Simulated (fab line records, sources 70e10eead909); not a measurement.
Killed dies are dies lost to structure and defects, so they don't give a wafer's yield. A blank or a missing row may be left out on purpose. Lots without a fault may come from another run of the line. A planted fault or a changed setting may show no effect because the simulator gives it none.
Which tool did it? | flow nand_harc | 14 lots, 42 wafers sampled, at 5 steps of a route of 1302

WHAT THE GAUGES READ, wafer by wafer
NHARC_P_CONTACT_CD_MEAS_12: target cd 90 nm. Usual: cd_nm 90.2 nm, standard deviation 0.62.
lot  | measured     | on        | cd_nm (nm)     | flag
L461 | day 5 18:24  | cd_sem-03 | 90.6 91.3 91.4 |
L463 | day 6 12:28  | cd_sem-01 | 89.8 89.6 89.9 |
L464 | day 6 22:34  | cd_sem-03 | 90.4 90.0 90.3 |
L469 | day 10 00:51 | cd_sem-02 | 90.6 90.6 90.2 |
L470 | day 10 07:43 | cd_sem-02 | 91.2 89.7 91.0 |
L467 | day 10 08:57 | cd_sem-03 | 89.4 90.3 89.6 |
L474 | day 11 18:35 | cd_sem-02 | 90.4 90.3 89.5 |
L475 | day 11 20:08 | cd_sem-03 | 89.3 89.6 89.2 |
L476 | day 11 23:18 | cd_sem-02 | 89.0 89.1 88.8 |
L477 | day 12 11:54 | cd_sem-03 | 91.2 90.7 90.3 |
L478 | day 12 18:41 | cd_sem-02 | 90.9 90.4 90.8 |
L481 | day 14 02:12 | cd_sem-02 | 90.4 90.0 90.1 |
L482 | day 14 22:17 | cd_sem-02 | 89.4 89.8 89.8 |
L483 | day 15 04:33 | cd_sem-02 | 90.4 90.4 90.3 |

NHARC_P_CONTACT_INSPECT_14. Usual: raw_defect_count 4.4, standard deviation 2.3.
lot  | measured     | on                | raw_defect_count | flag
L461 | day 5 18:32  | defect_inspect-01 | 4 7 1            |
L463 | day 6 12:35  | defect_inspect-02 | 4 5 1            |
L464 | day 6 22:42  | defect_inspect-01 | 8 6 3            |
L469 | day 10 00:58 | defect_inspect-02 | 3 5 2            |
L470 | day 10 07:50 | defect_inspect-01 | 2 3 1            |
L467 | day 10 09:04 | defect_inspect-02 | 10 7 8           |
L474 | day 11 18:43 | defect_inspect-01 | 6 6 4            |
L475 | day 11 20:15 | defect_inspect-02 | 3 0 7            |
L476 | day 11 23:25 | defect_inspect-02 | 4 5 3            |
L477 | day 12 12:01 | defect_inspect-02 | 5 5 6            |
L478 | day 12 18:48 | defect_inspect-01 | 1 4 6            |
L481 | day 14 02:20 | defect_inspect-01 | 7 3 5            |
L482 | day 14 22:25 | defect_inspect-01 | 4 4 4            |
L483 | day 15 04:40 | defect_inspect-01 | 7 9 4            |

NHARC_END_SORT_01. Usual: killed_at_array 54, standard deviation 18; killed_at_other 0.9, standard deviation 1.2; killed_at_periphery 4.4, standard deviation 2.9; killed_dies 59, standard deviation 18; killed_open 3.2, standard deviation 1.8; killed_short 2.6, standard deviation 1.8.
lot  | measured     | on        | killed_at_array | killed_at_other | killed_at_periphery | killed_dies | killed_open | killed_short | flag
L476 | day 31 18:24 | prober-02 | 53 62 68        | 0 0 0           | 624 615 609         | 677 677 677 | 2 1 4       | 1 3 2        | OFF
L477 | day 31 16:09 | prober-01 | 47 47 56        | 3 0 1           | 627 630 620         | 677 677 677 | 3 4 2       | 6 2 2        | OFF
L478 | day 32 03:02 | prober-02 | 70              | 1               | 606                 | 677         | 1           | 4            | OFF

WHICH TOOL RAN EACH LOT (tool, then ch and the chambers of the sampled wafers, then the start)
lot  | NHARC_P_CONTACT_DEP_00                     | NHARC_P_CONTACT_CMP_01
L461 | pecvd-01 ch 0,1,2, day 5 17:44 or earlier  | cmp-01 ch 0,2,3, day 5 17:44
L463 | pecvd-04 ch 0,1, day 6 11:46 or earlier    | cmp-02 ch 1,2,3, day 6 11:46
L464 | pecvd-04 ch 0,1,2, day 6 21:46 or earlier  | cmp-04 ch 1,2, day 6 21:46
L469 | pecvd-04 ch 0,1, day 10 00:02 or earlier   | cmp-02 ch 0,1,3, day 10 00:02
L470 | pecvd-01 ch 1,2, day 10 06:53 or earlier   | cmp-04 ch 0,1,2, day 10 06:53
L467 | pecvd-04 ch 0,2, day 10 08:07 or earlier   | cmp-04 ch 2,3, day 10 08:07
L474 | pecvd-04 ch 0,1, day 11 17:53 or earlier   | cmp-04 ch 2,3, day 11 17:53
L475 | pecvd-02 ch 1,2, day 11 19:26 or earlier   | cmp-04 ch 2,3, day 11 19:26
L476 | pecvd-04 ch 0,1,2, day 11 22:31 or earlier | cmp-01 ch 0,1,3, day 11 22:31
L477 | pecvd-01 ch 0,1,2, day 12 11:06 or earlier | cmp-02 ch 0,1,2, day 12 11:06
L478 | pecvd-02 ch 1,2, day 12 17:56 or earlier   | cmp-04 ch 0,1,2, day 12 17:56
L481 | pecvd-04 ch 0,1,2, day 14 01:31 or earlier | cmp-01 ch 0,2,3, day 14 01:31
L482 | pecvd-04 ch 0,1, day 14 21:31 or earlier   | cmp-02 ch 0,2,3, day 14 21:31
L483 | pecvd-04 ch 0,1,2, day 15 03:44 or earlier | cmp-04 ch 0,1, day 15 03:44
- NHARC_P_CONTACT_DEP_00: deposits SiO2, target thk 500 nm.
- NHARC_P_CONTACT_CMP_01: polishes SiO2, target thk 200 nm.

WHAT THE TOOLS THEMSELVES READ (means of the sampled wafers that have a number; where no wafer has one, the mark that the record gives instead)
NHARC_P_CONTACT_DEP_00. Usual: heater_power_w 571 W, standard deviation 85; throttle_valve_pct 16.2 %, standard deviation 0.53.
lot  | tool     | heater_power_w (W) | throttle_valve_pct (%) | flag
L461 | pecvd-01 | 587                | 16.3                   |
L463 | pecvd-04 | 529                | 16.3                   |
L464 | pecvd-04 | 622                | 16.3                   |
L469 | pecvd-04 | 561                | 16.5                   |
L470 | pecvd-01 | 498                | 16.5                   |
L467 | pecvd-04 | 624                | 16.7                   |
L474 | pecvd-04 | 543                | 16.5                   |
L475 | pecvd-02 | 500                | 15.5                   |
L476 | pecvd-04 | 600                | 16.5                   |
L477 | pecvd-01 | 510                | 16.7                   |
L478 | pecvd-02 | 506                | 15.4                   |
L481 | pecvd-04 | 648                | 16.0                   |
L482 | pecvd-04 | 486                | 15.9                   |
L483 | pecvd-04 | 612                | 16.2                   |

NHARC_P_CONTACT_CMP_01. Usual: edge_zone_pressure_frac 0.999, standard deviation 0.0048; motor_current_A 12.2 A, standard deviation 1.3; slurry_flow_ml_min 150.0, standard deviation 0.47.
lot  | tool   | edge_zone_pressure_frac | motor_current_A (A) | slurry_flow_ml_min | flag
L461 | cmp-01 | 0.998                   | 13.2                | 150.3              |
L463 | cmp-02 | 0.999                   | 12.6                | 149.9              |
L464 | cmp-04 | 0.998                   | 11.8                | 149.7              |
L469 | cmp-02 | 1.004                   | 12.0                | 150.1              |
L470 | cmp-04 | 0.999                   | 11.0                | 150.3              |
L467 | cmp-04 | 0.996                   | 13.1                | 149.5              |
L474 | cmp-04 | 0.999                   | 13.2                | 150.1              |
L475 | cmp-04 | 1.001                   | 12.2                | 150.6              |
L476 | cmp-01 | -                       | -                   | -                  | OFF
L477 | cmp-02 | -                       | -                   | -                  | OFF
L478 | cmp-04 | -                       | -                   | -                  | OFF
L481 | cmp-01 | 1.002                   | 13.7                | 150.0              |
L482 | cmp-02 | 1.000                   | 12.5                | 149.5              |
L483 | cmp-04 | 1.000                   | 11.2                | 150.2              |

THE ANSWER, worked out from the rows above alone
Rule: a lot is off if the mean of its wafers that have a number lies more than 3 standard deviations from the usual mean. A lot without any number at a reading at which 4 lots or more have one is off too. The other lots that the step has rows for count as sound. The gauges are gone through in route order, then the tools' own readings, and for those a lot's mean is taken as printed above. The first step at which some lot is off is used, and at that step the reading that is off furthest; a lot without a number counts as furthest.
Off: L476, L477, L478, at NHARC_END_SORT_01 (killed_at_periphery). Neither off nor sound, because the step has no rows for them: L461, L463, L464, L469, L470, L467, L474, L475, L481, L482, L483.
A tool fits if, at a process step before that reading, it ran every lot that is off, and no sound lot after the first of them. The gauges at NHARC_END_SORT_01 aren't tried: what is off there is off at NHARC_P_CONTACT_CMP_01 too, on other tools, and a gauge's error can't cause that. NHARC_P_CONTACT_DEP_00 gives no start for some lots, so the hours and the order of its lots are those of NHARC_P_CONTACT_CMP_01. None of those tried fits.

WHAT THE SIMULATOR HAD PUT IN
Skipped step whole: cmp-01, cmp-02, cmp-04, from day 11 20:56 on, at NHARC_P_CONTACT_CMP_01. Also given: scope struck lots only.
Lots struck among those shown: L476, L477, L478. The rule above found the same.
